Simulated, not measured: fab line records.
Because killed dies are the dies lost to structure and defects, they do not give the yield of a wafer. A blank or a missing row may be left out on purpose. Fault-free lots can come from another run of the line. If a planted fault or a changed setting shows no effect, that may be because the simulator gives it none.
A lot that was struck, set against a sound lot :: flow nand harc :: 25 steps out of a route of 1302
Sound: these wafers, L410.1, L410.2, L410.5. Struck: wafers L398.2, L398.3, L398.6. The cause is named last.
Per side, at each step with rows, come the tool, then ch with its chambers, and then its first start. Under that, the readings that differ: sound wafers :: struck wafers :: difference of the means :: sigmas: that difference in standard deviations of wafers without a fault.
alike: words and numbers the same on both sides, and readings whose means are apart by under 2 such deviations; not compared: readings that were withheld, readings missing a value for some wafer, numbers with overlapping values and no deviation given by the record, and bounds like >300 which may hide the same value.
Wherever a step has rows on one side only, a row that says differs or no value, or a row with sigmas, the two part there. Non-overlapping numbers with no deviation appear without sigmas and do not part them. A reading missing from all wafers of one side parts the sides only when that side holds two or more wafers.

first, 1 step without rows for these wafers: NHARC_A_M0_SRD_25.
NHARC_A_M0_INSPECT_27:
  sound on defect inspect-02, day 31 05:33; struck on defect inspect-02, day 26 19:50
  alike: raw defect count
NHARC_A_M0_PRE_CLEAN_31: time 12 s.
  sound on pecvd-01 ch 0,1,2, day 31 05:49; struck on pecvd-01 ch 0,1,2, day 26 19:55
  alike: heater power w
NHARC_A_M0_DEP_32: deposits SiCN, target thk 30 nm.
  sound on pecvd-01 ch 0,1,2, day 31 05:53; struck on pecvd-01 ch 0,1,2, day 26 19:59
  alike: heater power w
then, 7 steps without rows for these wafers: NHARC_A_M1_DEP_00 (deposits SiOC, target thk 182.5 nm); NHARC_A_M1_DEHYDRATE_01 (time 120 s); NHARC_A_M1_HMDS_02 (time 30 s); NHARC_A_M1_COAT_34 (time 65 s); NHARC_A_M1_COAT_03 (resist thk 90 nm); NHARC_A_M1_SOFTBAKE_04 (time 55 s); NHARC_A_M1_EBR_05.
NHARC_A_M1_EXPOSE_06: exposes mask A M1, target cd 120 nm.
  sound on arfi scanner-01 ch 0, day 31 06:51; struck on arfi scanner-02 ch 0, day 26 21:06
reading: exposure dose mJ cm2
sound: 75.10 75.07 75.09
struck: 76.78 76.99 76.88
difference: +1.80
sigmas: +15
  alike: mask
then, 2 steps without rows for these wafers: NHARC_A_M1_PEB_07 (peb time 65 s); NHARC_A_M1_DEVELOP_08 (develop time 35 s).
NHARC_A_M1_CD_MEAS_09 targets a cd of 120 nm.
  sound on cd sem-02 ch 0, day 31 06:59; struck on cd sem-03 ch 0, day 26 21:14
reading: cd nm (nm)
sound: 120.1 119.7 119.5
struck: 121.3 121.1 121.1
difference: +1.4
sigmas: +3
NHARC_A_M1_OVL_MEAS_10: pitch 240 nm.
  sound on overlay-02, day 31 07:05; struck on overlay-01, day 26 21:19
  alike: overlay x nm, overlay y nm
NHARC_A_M1_INSPECT_11:
  sound on defect inspect-02, day 31 07:07; struck on defect inspect-02, day 26 21:22
  alike: raw defect count
NHARC_A_M1_DESCUM_14: chemistry O2, time 3 s.
  sound on rie diel-12 ch 1,2, day 31 07:11; struck on rie diel-01 ch 0,1, day 26 21:25
reading: model.A_M1.cd nm (nm)
sound: 119.9 119.7 118.9
struck: 120.7 120.7 121
difference: +1.3
sigmas: 
  alike: drypump motor current A, oes product au, rf vpp V, showerhead plenum p Torr, throttle valve pct
  not compared: rf hours counter h
NHARC_A_M1_ETCH_35: etches the open film in N2/H2, target depth 40 nm, overetch 12 nm, time 43.94 s.
  sound on rie diel-12 ch 0,1, day 31 07:16; struck on rie diel-01 ch 0,1, day 26 21:31
  alike: drypump motor current A, oes product au, rf vpp V, showerhead plenum p Torr, throttle valve pct
  not compared: rf hours counter h
NHARC_A_M1_ETCH_15: etches the open film in C4F8/Ar, target depth 182.5 nm, time 91.2 s.
  sound: rie diel-12 ch 1,2,3; struck: rie diel-01 ch 1,2,3
  alike: oes product au, rf vpp V
  not compared: rf hours counter h
NHARC_A_M1_CD_MEAS_16:
  sound on cd sem-01, day 31 07:29; struck on cd sem-01, day 26 21:44
  alike: cd nm
NHARC_A_M1_STRIP_18: strips in N2/H2.
  sound on rie diel-01 ch 0,2,3, day 31 07:35; struck on rie diel-12 ch 0,1, day 26 21:49
  alike: drypump motor current A, oes product au, rf vpp V, showerhead plenum p Torr, throttle valve pct
  not compared: rf hours counter h
NHARC_A_M1_ETCH_28: etches the open film in CF4/N2, target depth 30 nm, time 72.99 s.
  sound: rie diel-01 ch 0,2; struck: rie diel-12 ch 0,2
reading: model.A_M1.cd nm (nm)
sound: 119.9 118.7 118.5
struck: 121.1 120.3 121.2
difference: +1.8
sigmas: 
  alike: drypump motor current A, oes product au, rf vpp V, showerhead plenum p Torr, throttle valve pct
  not compared: rf hours counter h
then, 1 step without rows for these wafers: NHARC_A_M1_STRIP_19 (strips in post etch residue remover, time 600 s).
NHARC_END_SORT_01:
  sound on prober-01 ch 0, day 32 21:13; struck on prober-02 ch 0, day 28 10:25
  alike: defect limited yield, killed at array, killed at other, killed at periphery, killed dies, killed open, killed short

WHERE THEY PART
First at NHARC_A_M1_EXPOSE_06; last, within this record, at NHARC_A_M1_CD_MEAS_09. Later steps at which nothing parts them and some readings are alike: NHARC_A_M1_OVL_MEAS_10, NHARC_A_M1_INSPECT_11, NHARC_A_M1_DESCUM_14, NHARC_A_M1_ETCH_35, NHARC_A_M1_ETCH_15, NHARC_A_M1_CD_MEAS_16, NHARC_A_M1_STRIP_18, NHARC_A_M1_ETCH_28, NHARC_END_SORT_01.

WHY: what the simulator had put in
Process parameters drifting: arfi scanner-02 at NHARC_A_M1_EXPOSE_06, beginning at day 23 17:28. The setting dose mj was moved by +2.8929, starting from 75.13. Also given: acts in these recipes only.
